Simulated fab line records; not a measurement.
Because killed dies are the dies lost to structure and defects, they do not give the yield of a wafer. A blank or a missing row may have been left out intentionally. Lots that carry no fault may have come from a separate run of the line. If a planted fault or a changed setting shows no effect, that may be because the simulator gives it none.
Matching of chambers || flow n5-finfet || N5_BEOL_M0_SAQP_CUT_ETCH_46 on rie-diel-05 has 4 sister chambers
The step etches SOC in N2/H2, target depth 135 nm, overetch 27 nm, time 202.5 s. 20 wafers are shown with their chamber, then 10 later ones without.

WAFERS, EACH WITH ITS CHAMBER
{"wafer": "L075.1", "chamber": 0, "drypump-motor-current-A (A)": 6.1, "showerhead-plenum-p-Torr (Torr)": 2.57, "throttle-valve-pct (%)": 17.86}
{"wafer": "L075.3", "chamber": 2, "drypump-motor-current-A (A)": 5.3, "showerhead-plenum-p-Torr (Torr)": 2.66, "throttle-valve-pct (%)": 17.74}
{"wafer": "L075.5", "chamber": 3, "drypump-motor-current-A (A)": 6.1, "showerhead-plenum-p-Torr (Torr)": 2.45, "throttle-valve-pct (%)": 17.52}
{"wafer": "L076.1", "chamber": 3, "drypump-motor-current-A (A)": 6.1, "showerhead-plenum-p-Torr (Torr)": 2.44, "throttle-valve-pct (%)": 17.53}
{"wafer": "L076.4", "chamber": 1, "drypump-motor-current-A (A)": 6.3, "showerhead-plenum-p-Torr (Torr)": 2.63, "throttle-valve-pct (%)": 17.81}
{"wafer": "L076.6", "chamber": 0, "drypump-motor-current-A (A)": 6.1, "showerhead-plenum-p-Torr (Torr)": 2.57, "throttle-valve-pct (%)": 17.85}
{"wafer": "L077.2", "chamber": 2, "drypump-motor-current-A (A)": 5.3, "showerhead-plenum-p-Torr (Torr)": 2.66, "throttle-valve-pct (%)": 17.74}
{"wafer": "L077.5", "chamber": 1, "drypump-motor-current-A (A)": 6.3, "showerhead-plenum-p-Torr (Torr)": 2.63, "throttle-valve-pct (%)": 17.84}
{"wafer": "L077.6", "chamber": 0, "drypump-motor-current-A (A)": 6.1, "showerhead-plenum-p-Torr (Torr)": 2.57, "throttle-valve-pct (%)": 17.87}
{"wafer": "L078.1", "chamber": 1, "drypump-motor-current-A (A)": 6.4, "showerhead-plenum-p-Torr (Torr)": 2.63, "throttle-valve-pct (%)": 17.82}
{"wafer": "L078.2", "chamber": 3, "drypump-motor-current-A (A)": 6.1, "showerhead-plenum-p-Torr (Torr)": 2.44, "throttle-valve-pct (%)": 17.51}
{"wafer": "L078.4", "chamber": 0, "drypump-motor-current-A (A)": 6.1, "showerhead-plenum-p-Torr (Torr)": 2.57, "throttle-valve-pct (%)": 17.87}
{"wafer": "L088.1", "chamber": 1, "drypump-motor-current-A (A)": 6.3, "showerhead-plenum-p-Torr (Torr)": 2.62, "throttle-valve-pct (%)": 17.84}
{"wafer": "L088.2", "chamber": 0, "drypump-motor-current-A (A)": 6.1, "showerhead-plenum-p-Torr (Torr)": 2.56, "throttle-valve-pct (%)": 17.88}
{"wafer": "L088.4", "chamber": 3, "drypump-motor-current-A (A)": 6.1, "showerhead-plenum-p-Torr (Torr)": 2.44, "throttle-valve-pct (%)": 17.57}
{"wafer": "L089.2", "chamber": 3, "drypump-motor-current-A (A)": 6.2, "showerhead-plenum-p-Torr (Torr)": 2.43, "throttle-valve-pct (%)": 17.53}
{"wafer": "L089.3", "chamber": 0, "drypump-motor-current-A (A)": 6.1, "showerhead-plenum-p-Torr (Torr)": 2.56, "throttle-valve-pct (%)": 17.92}
{"wafer": "L089.5", "chamber": 3, "drypump-motor-current-A (A)": 6.2, "showerhead-plenum-p-Torr (Torr)": 2.43, "throttle-valve-pct (%)": 17.56}
{"wafer": "L091.3", "chamber": 2, "drypump-motor-current-A (A)": 5.3, "showerhead-plenum-p-Torr (Torr)": 2.65, "throttle-valve-pct (%)": 17.77}
{"wafer": "L091.4", "chamber": 0, "drypump-motor-current-A (A)": 6.1, "showerhead-plenum-p-Torr (Torr)": 2.56, "throttle-valve-pct (%)": 17.92}

SIGNATURES, as means of the wafers listed above
{"reading": "drypump-motor-current-A", "chamber 0": 6.100, "chamber 1": 6.325, "chamber 2": 5.300, "chamber 3": 6.133, "scatter within a chamber": 0.0361}
{"reading": "showerhead-plenum-p-Torr", "chamber 0": 2.5657, "chamber 1": 2.6275, "chamber 2": 2.6567, "chamber 3": 2.4383, "scatter within a chamber": 0.00611}
{"reading": "throttle-valve-pct", "chamber 0": 17.8814, "chamber 1": 17.8275, "chamber 2": 17.7500, "chamber 3": 17.5367, "scatter within a chamber": 0.0233}
Rule: a wafer's distance from a chamber is the root of the sum, over the readings, of the square of ((its reading less the chamber's mean) divided by the reading's scatter). The wafer belongs to the nearest chamber; if the next one is less than 2 further off, it can't be placed. The scatter: take each reading less its chamber's mean, square it, sum over the shown wafers, divide by the number of wafers less the number of chambers, and take the root.

WAFERS WITHOUT THEIR CHAMBER
{"wafer": "L091.6", "drypump-motor-current-A (A)": 6.4, "showerhead-plenum-p-Torr (Torr)": 2.62, "throttle-valve-pct (%)": 17.86}
{"wafer": "L092.1", "drypump-motor-current-A (A)": 6.1, "showerhead-plenum-p-Torr (Torr)": 2.43, "throttle-valve-pct (%)": 17.56}
{"wafer": "L092.2", "drypump-motor-current-A (A)": 6.1, "showerhead-plenum-p-Torr (Torr)": 2.56, "throttle-valve-pct (%)": 17.91}
{"wafer": "L092.5", "drypump-motor-current-A (A)": 6.1, "showerhead-plenum-p-Torr (Torr)": 2.56, "throttle-valve-pct (%)": 17.93}
{"wafer": "L096.1", "drypump-motor-current-A (A)": 5.3, "showerhead-plenum-p-Torr (Torr)": 2.64, "throttle-valve-pct (%)": 17.79}
{"wafer": "L096.2", "drypump-motor-current-A (A)": 6.3, "showerhead-plenum-p-Torr (Torr)": 2.62, "throttle-valve-pct (%)": 17.88}
{"wafer": "L096.6", "drypump-motor-current-A (A)": 6.1, "showerhead-plenum-p-Torr (Torr)": 2.56, "throttle-valve-pct (%)": 17.92}
{"wafer": "L097.1", "drypump-motor-current-A (A)": 6.1, "showerhead-plenum-p-Torr (Torr)": 2.43, "throttle-valve-pct (%)": 17.58}
{"wafer": "L097.3", "drypump-motor-current-A (A)": 6.3, "showerhead-plenum-p-Torr (Torr)": 2.62, "throttle-valve-pct (%)": 17.87}
{"wafer": "L097.5", "drypump-motor-current-A (A)": 6.2, "showerhead-plenum-p-Torr (Torr)": 2.43, "throttle-valve-pct (%)": 17.55}

WHICH CHAMBER EACH ONE RAN IN
{"wafer": "L091.6", "from the rows above": 1, "in truth": 1}
{"wafer": "L092.1", "from the rows above": 3, "in truth": 3}
{"wafer": "L092.2", "from the rows above": 0, "in truth": 0}
{"wafer": "L092.5", "from the rows above": 0, "in truth": 0}
{"wafer": "L096.1", "from the rows above": 2, "in truth": 2}
{"wafer": "L096.2", "from the rows above": 1, "in truth": 1}
{"wafer": "L096.6", "from the rows above": 0, "in truth": 0}
{"wafer": "L097.1", "from the rows above": 3, "in truth": 3}
{"wafer": "L097.3", "from the rows above": 1, "in truth": 1}
{"wafer": "L097.5", "from the rows above": 3, "in truth": 3}
Correct placement for 10 of the 10. Number that these rows cannot place: 0. 0 placed wrongly.
